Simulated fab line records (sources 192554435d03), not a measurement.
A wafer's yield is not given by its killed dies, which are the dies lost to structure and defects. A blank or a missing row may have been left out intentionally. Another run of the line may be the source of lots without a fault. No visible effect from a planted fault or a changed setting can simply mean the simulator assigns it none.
Matching of chambers    flow n5 finfet    rie diel-04 running N5_BEOL_M0_SAQP_DESCUM_19: 4 sister chambers
The step chemistry O2, time 7.9 s. 24 wafers are shown with their chamber, then 12 later ones without.

## WAFERS WITH THEIR CHAMBER
wafer   chamber  drypump motor current A (A)  showerhead plenum p Torr (Torr)  throttle valve pct (%)
L075.3  2        5.7                          2.19                             20.13
L075.4  1        6.1                          2.06                             20.57
L075.6  2        5.8                          2.19                             20.15
L076.3  0        4.7                          2.01                             20.66
L076.4  0        4.7                          2.01                             20.68
L076.6  2        5.7                          2.18                             20.14
L082.1  0        4.7                          2.00                             20.71
L082.2  2        5.7                          2.18                             20.16
L082.3  3        5.9                          2.09                             20.96
L083.3  2        5.7                          2.18                             20.18
L083.4  2        5.7                          2.18                             20.17
L083.5  3        6.0                          2.09                             20.95
L084.3  3        5.9                          2.09                             20.96
L084.4  0        4.7                          2.00                             20.69
L084.6  3        5.9                          2.09                             20.97
L085.2  0        4.7                          2.00                             20.70
L085.4  2        5.7                          2.18                             20.20
L085.5  3        5.9                          2.08                             20.97
L088.1  3        5.9                          2.08                             20.98
L088.3  1        6.1                          2.05                             20.17
L088.5  2        5.7                          2.17                             20.21
L089.1  0        4.7                          2.00                             20.71
L089.5  1        6.1                          2.05                             20.17
L089.6  2        5.7                          2.17                             20.18

SIGNATURES (means of the wafers above)
reading                   chamber 0  chamber 1  chamber 2  chamber 3  scatter within a chamber
drypump motor current A   4.700      6.100      5.711      5.917      0.0293
showerhead plenum p Torr  2.0033     2.0533     2.1800     2.0867     0.00606
throttle valve pct        20.6917    20.3033    20.1689    20.9650    0.0758
Rule: a wafer's distance from a chamber is the root of the sum, over the readings, of the square of ((its reading less the chamber's mean) divided by the reading's scatter). The wafer belongs to the nearest chamber; if the next one is less than 2 further off, it can't be placed. The scatter: the root of (the sum of the squares of (reading less its chamber's mean) over the shown wafers, divided by (wafers less chambers)).

## WAFERS WHOSE CHAMBER IS MISSING
wafer   drypump motor current A (A)  showerhead plenum p Torr (Torr)  throttle valve pct (%)
L090.2  5.9                          2.08                             21.00
L090.5  4.7                          2.00                             20.71
L090.6  6.1                          2.05                             20.17
L094.1  6.1                          2.04                             20.19
L094.2  6.0                          2.08                             20.99
L094.3  4.7                          2.00                             20.74
L096.2  6.1                          2.04                             20.18
L096.4  4.7                          2.00                             20.73
L096.5  4.7                          2.00                             20.73
L097.1  6.0                          2.08                             20.99
L097.3  6.1                          2.04                             20.18
L097.5  5.9                          2.08                             20.99

## WHICH CHAMBER EACH ONE RAN IN
wafer   from the rows above  in truth
L090.2  3                    3
L090.5  0                    0
L090.6  1                    1
L094.1  1                    1
L094.2  3                    3
L094.3  0                    0
L096.2  1                    1
L096.4  0                    0
L096.5  0                    0
L097.1  3                    3
L097.3  1                    1
L097.5  3                    3
Correct placement for 12 of the 12. From these rows, 0 cannot be placed. Placed wrongly: 0.
